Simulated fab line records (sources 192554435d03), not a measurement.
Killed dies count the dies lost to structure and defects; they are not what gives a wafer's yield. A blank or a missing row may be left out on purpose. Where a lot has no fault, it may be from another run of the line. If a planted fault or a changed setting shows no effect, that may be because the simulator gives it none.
The tool behind it: which one?    flow n5Finfet    8 lots with 23 wafers sampled at 8 steps, on a route of 1938 steps

## WHAT EACH GAUGE READ, for each wafer
N5_BEOL_M4_RC_MEAS_101. Usual: DIBL_N 37.7 mV/V, standard deviation 2; DIBL_P 37.7 mV/V, standard deviation 2.3; IOFF_N 0.18 nA/um, standard deviation 0.039; IOFF_P 0.23 nA/um, standard deviation 0.042; ION_N 681 uA/um, standard deviation 12; ION_P 463 uA/um, standard deviation 8; SS_N 71.9 mV/dec, standard deviation 0.68; SS_P 73.6 mV/dec, standard deviation 0.71; VT_N 248 mV, standard deviation 3.2; VT_P -249 mV, standard deviation 3.1.
lot   measured      on         DIBL_N (mV/V)   DIBL_P (mV/V)   IOFF_N (nA/um)  IOFF_P (nA/um)  ION_N (uA/um)  ION_P (uA/um)  SS_N (mV/dec)   SS_P (mV/dec)   VT_N (mV)    VT_P (mV)       flag
L307  day 12 01:04  prober-02  42.7 36.7 42.0  41.4 34.8 40.6  0.26 0.13 0.25  0.31 0.18 0.30  704 672 707    480 465 482    73.3 71.3 72.9  74.6 72.9 74.4  244 254 245  -245 -254 -247  
L305  day 12 07:17  prober-01  36.6 38.5 40.1  36.6 38.0 42.1  0.17 0.20 0.26  0.24 0.25 0.36  669 675 688    464 460 471    72.1 72.3 72.8  72.7 73.1 73.9  249 248 243  -245 -243 -241  
L309  day 12 14:16  prober-01  36.2 37.5 41.2  35.5 38.0 40.8  0.13 0.16 0.24  0.16 0.20 0.24  658 679 677    441 457 452    72.6 72.2 72.4  73.6 72.6 74.0  254 251 245  -256 -254 -250  
L315  day 14 11:06  prober-02  34.1 36.3 34.2  34.6 37.9 35.2  0.14 0.19 0.16  0.18 0.24 0.19  668 697 689    453 472 470    70.5 72.3 71.6  72.2 73.2 73.5  250 247 247  -252 -248 -249  
L324  day 16 18:10  prober-01  38.2 33.5       38.9 32.8       0.19 0.11       0.24 0.16       685 674        466 461        71.8 70.6       73.5 72.8       246 254      -248 -255       
L325  day 17 01:41  prober-01  38.0 33.6 35.8  40.6 34.2 36.5  0.18 0.11 0.15  0.23 0.14 0.17  686 645 675    471 444 454    72.0 71.2 71.7  73.7 71.8 73.3  247 256 251  -252 -253 -256  
L327  day 17 05:06  prober-02  39.4 36.0 38.5  38.3 34.0 39.8  0.22 0.17 0.22  0.26 0.19 0.30  685 680 688    469 459 471    73.2 71.6 71.4  73.9 72.8 73.6  245 249 244  -247 -251 -246  
L328  day 17 18:26  prober-02  36.5 33.3 36.9  36.5 31.9 37.3  0.16 0.12 0.19  0.26 0.17 0.26  662 680 686    460 463 475    71.5 70.8 72.2  73.6 73.0 74.0  250 248 248  -245 -251 -246  

N5_BEOL_M8_CD_MEAS_18: pitch 80 nm, target cd 40 nm. Usual: cdNm reads 39.5 nm (standard deviation 0.73).
lot   measured      on        cdNm (nm)       flag
L307  day 13 18:29  cdSem-03  41.1 38.9 39.7  
L305  day 13 19:40  cdSem-01  39.0 39.3 38.4  
L309  day 14 03:52  cdSem-03  39.1 39.7 39.4  
L315  day 15 18:57  cdSem-02  39.3 39.3 40.3  
L324  day 18 04:37  cdSem-03  39.5 39.1       
L325  day 18 10:31  cdSem-03  38.8 39.7 38.2  
L327  day 18 17:20  cdSem-01  40.5 38.9 40.2  
L328  day 19 04:30  cdSem-01  41.8 41.3 40.8  

N5_BEOL_M8_OCD_MEAS_38. Usual: trenchDepthNm reads 93.8 nm (standard deviation 1.9).
lot   measured      on      trenchDepthNm (nm)  flag
L307  day 13 20:08  ocd-01  92.7 92.6 89.9      
L305  day 13 21:34  ocd-02  94.4 92.4 94.2      
L309  day 14 06:58  ocd-01  94.0 92.3 94.2      
L315  day 15 22:47  ocd-02  139.6 144.3 140.5   OFF
L324  day 18 05:39  ocd-01  93.8 94.8           
L325  day 18 11:43  ocd-02  94.1 98.2 92.9      
L327  day 18 19:38  ocd-02  94.7 93.4 93.3      
L328  day 19 05:53  ocd-02  94.7 91.9 95.4      

N5_BEOL_M8_THK_MEAS_53: measures by xrf. Usual: M8_THK 78.0 nm, standard deviation 2.5.
lot   measured      on            M8_THK (nm)        flag
L307  day 13 22:37  filmMetro-02  76.1 75.8 74.5     
L305  day 14 01:07  filmMetro-02  79.9 77.1 80.2     
L309  day 14 11:55  filmMetro-02  78.6 76.5 76.7     
L315  day 16 01:50  filmMetro-02  125.7 128.4 126.3  OFF
L324  day 18 08:18  filmMetro-02  79.3 77.4          
L325  day 18 14:22  filmMetro-01  76.9 82.5 77.3     
L327  day 18 22:50  filmMetro-02  79.0 81.3 78.9     
L328  day 19 08:44  filmMetro-02  79.7 74.9 80.2     

N5_BEOL_M8_RS_MEAS_57: the measuring method here is four-point-probe. Usual: M8_RS 0.285 ohm/sq, standard deviation 0.011.
lot   measured      on            M8_RS (ohm/sq)     flag
L307  day 13 22:45  filmMetro-02  0.294 0.296 0.302  
L305  day 14 01:14  filmMetro-02  0.276 0.287 0.275  
L309  day 14 12:02  filmMetro-02  0.283 0.292 0.292  
L315  day 16 02:00  filmMetro-01  0.167 0.163 0.166  OFF
L324  day 18 08:28  filmMetro-02  0.284 0.292        
L325  day 18 14:31  filmMetro-01  0.288 0.266 0.286  
L327  day 18 23:01  filmMetro-01  0.282 0.272 0.282  
L328  day 19 08:52  filmMetro-01  0.275 0.294 0.273  

## TOOL THAT RAN EACH LOT (tool first, then ch and the chambers of the sampled wafers, then the start)
lot   N5_BEOL_M8_DESCUM_33               N5_BEOL_M8_TRENCH_ETCH_37          N5_BEOL_M8_STRIP_80
L307  rieDiel-01 ch 0,2,3, day 13 19:43  rieDiel-01 ch 0,2,3, day 13 19:59  rieDiel-01 ch 0,2,3, day 13 20:08 or earlier
L305  rieDiel-01 ch 0,1, day 13 21:08    rieDiel-01 ch 0,1, day 13 21:25    rieDiel-01 ch 0,1, day 13 21:34 or earlier
L309  rieDiel-05 ch 0,2, day 14 06:31    rieDiel-05 ch 0,2, day 14 06:48    rieDiel-05 ch 0,2, day 14 06:58 or earlier
L315  rieDiel-01 ch 0,1, day 15 22:21    rieDiel-01 ch 0,1, day 15 22:37    rieDiel-01 ch 0,1, day 15 22:47 or earlier
L324  rieDiel-05 ch 0,3, day 18 05:13    rieDiel-05 ch 0,3, day 18 05:29    rieDiel-05 ch 0,3, day 18 05:39 or earlier
L325  rieDiel-04 ch 0,2,3, day 18 11:17  rieDiel-04 ch 0,2,3, day 18 11:34  rieDiel-04 ch 0,2,3, day 18 11:43 or earlier
L327  rieDiel-05 ch 0,1,3, day 18 19:12  rieDiel-05 ch 0,1,3, day 18 19:28  rieDiel-05 ch 0,1,3, day 18 19:38 or earlier
L328  rieDiel-05 ch 1,2,3, day 19 05:26  rieDiel-05 ch 1,2,3, day 19 05:43  rieDiel-05 ch 1,2,3, day 19 05:53 or earlier
- N5_BEOL_M8_DESCUM_33: chemistry O2, time 7 s.
- N5_BEOL_M8_TRENCH_ETCH_37: etches SiCOH lowk in C4F6/O2, target depth 93.478 nm, time 31.2 s.
- N5_BEOL_M8_STRIP_80: strips in N2/H2, time 10 s.

## AS READ BY THE TOOLS THEMSELVES (means over the sampled wafers that have a number; for cases with no such wafer, the mark the record gives instead)
N5_BEOL_M8_DESCUM_33. Usual: drypumpMotorCurrentA 6.0 A, standard deviation 0.4; oesProductAu 0.81 a.u., standard deviation 0.081; rfVppV 243.7 V, standard deviation 1.4; showerheadPlenumPTorr 2.12 Torr, standard deviation 0.066; throttleValvePct 20.35 %, standard deviation 0.21.
lot   tool        drypumpMotorCurrentA (A)  oesProductAu (a.u.)  rfVppV (V)  showerheadPlenumPTorr (Torr)  throttleValvePct (%)  flag
L307  rieDiel-01  6.1                       0.73                 243.2       2.10                          20.29                 
L305  rieDiel-01  6.0                       0.86                 243.4       2.11                          20.52                 
L309  rieDiel-05  5.7                       0.77                 244.8       2.16                          20.15                 
L315  rieDiel-01  6.1                       0.79                 243.7       2.14                          20.47                 
L324  rieDiel-05  6.2                       0.75                 245.0       2.20                          20.39                 
L325  rieDiel-04  5.5                       0.82                 242.5       2.07                          20.27                 
L327  rieDiel-05  6.2                       0.76                 244.8       2.20                          20.48                 
L328  rieDiel-05  6.3                       0.77                 243.5       2.16                          20.48                 

N5_BEOL_M8_TRENCH_ETCH_37. Usual: drypumpMotorCurrentA 6.0 A, standard deviation 0.4; oes_ar_750_au 0.81 a.u., standard deviation 0.079; oesProductAu 0.81 a.u., standard deviation 0.083; rfVppV 669 V, standard deviation 20; showerheadPlenumPTorr 2.88 Torr, standard deviation 0.095; throttleValvePct 20.83 %, standard deviation 0.2.
lot   tool        drypumpMotorCurrentA (A)  oes_ar_750_au (a.u.)  oesProductAu (a.u.)  rfVppV (V)  showerheadPlenumPTorr (Torr)  throttleValvePct (%)  flag
L307  rieDiel-01  6.0                       0.72                  0.72                 671         2.87                          20.85                 
L305  rieDiel-01  6.0                       0.85                  0.86                 667         2.85                          20.87                 
L309  rieDiel-05  5.7                       0.79                  0.78                 654         2.94                          20.71                 
L315  rieDiel-01  6.1                       0.79                  1.05                 661         2.92                          21.09                 
L324  rieDiel-05  6.2                       0.78                  0.76                 655         2.99                          20.86                 
L325  rieDiel-04  5.5                       0.83                  0.83                 668         2.81                          20.70                 
L327  rieDiel-05  6.2                       0.77                  0.77                 672         2.98                          20.94                 
L328  rieDiel-05  6.2                       0.76                  0.78                 679         2.93                          20.95                 

N5_BEOL_M8_STRIP_80. Usual: drypumpMotorCurrentA 6.0 A, standard deviation 0.4; oesProductAu 0.81 a.u., standard deviation 0.081; rfVppV 59.3 V, standard deviation 0.87; showerheadPlenumPTorr 2.58 Torr, standard deviation 0.079; throttleValvePct 23.7 %, standard deviation 0.42.
lot   tool        drypumpMotorCurrentA (A)  oesProductAu (a.u.)  rfVppV (V)  showerheadPlenumPTorr (Torr)  throttleValvePct (%)  flag
L307  rieDiel-01  6.0                       0.73                 59.5        2.57                          23.6                  
L305  rieDiel-01  6.0                       0.86                 58.7        2.55                          24.0                  
L309  rieDiel-05  5.7                       0.77                 59.2        2.62                          23.2                  
L315  rieDiel-01  6.1                       0.80                 59.0        2.61                          24.0                  
L324  rieDiel-05  6.2                       0.75                 59.0        2.63                          23.1                  
L325  rieDiel-04  5.5                       0.82                 60.0        2.52                          23.5                  
L327  rieDiel-05  6.2                       0.76                 58.7        2.65                          23.6                  
L328  rieDiel-05  6.2                       0.77                 60.4        2.62                          23.8                  

## THE ANSWER, worked out from the rows above alone
Rule: take the mean of a lot's wafers that have a number; if it is more than 3 standard deviations from the usual mean, the lot is off. A lot without any number at a reading at which 4 lots or more have one is off too. Where the step has rows for the other lots, those lots are counted as sound. After the gauges, taken in route order, come the tools' own readings; for these a lot's mean is taken, as printed above. At the first step where some lot is off, the reading lying furthest off is the one used; lots without a number count as furthest.
Off, at N5_BEOL_M8_OCD_MEAS_38 on trenchDepthNm: L315.
A tool fits if, at a process step before that reading, it ran every lot that is off, and no sound lot after the first of them. The gauges at N5_BEOL_M8_OCD_MEAS_38 aren't tried: what is off there is off at N5_BEOL_M8_THK_MEAS_53 too, on other tools, and a gauge's error can't cause that. N5_BEOL_M8_STRIP_80: start missing for some lots; hours and lot order therefore follow N5_BEOL_M8_OCD_MEAS_38. One fits: N5_BEOL_M8_DESCUM_33 and N5_BEOL_M8_TRENCH_ETCH_37 and N5_BEOL_M8_STRIP_80 on rieDiel-01. At N5_BEOL_M8_DESCUM_33 its last sound lot is L305 (day 13 21:08), its first lot that is off L315 (day 15 22:21): a fault that began between those two fits.

## WHAT THE SIMULATOR HAD PUT IN
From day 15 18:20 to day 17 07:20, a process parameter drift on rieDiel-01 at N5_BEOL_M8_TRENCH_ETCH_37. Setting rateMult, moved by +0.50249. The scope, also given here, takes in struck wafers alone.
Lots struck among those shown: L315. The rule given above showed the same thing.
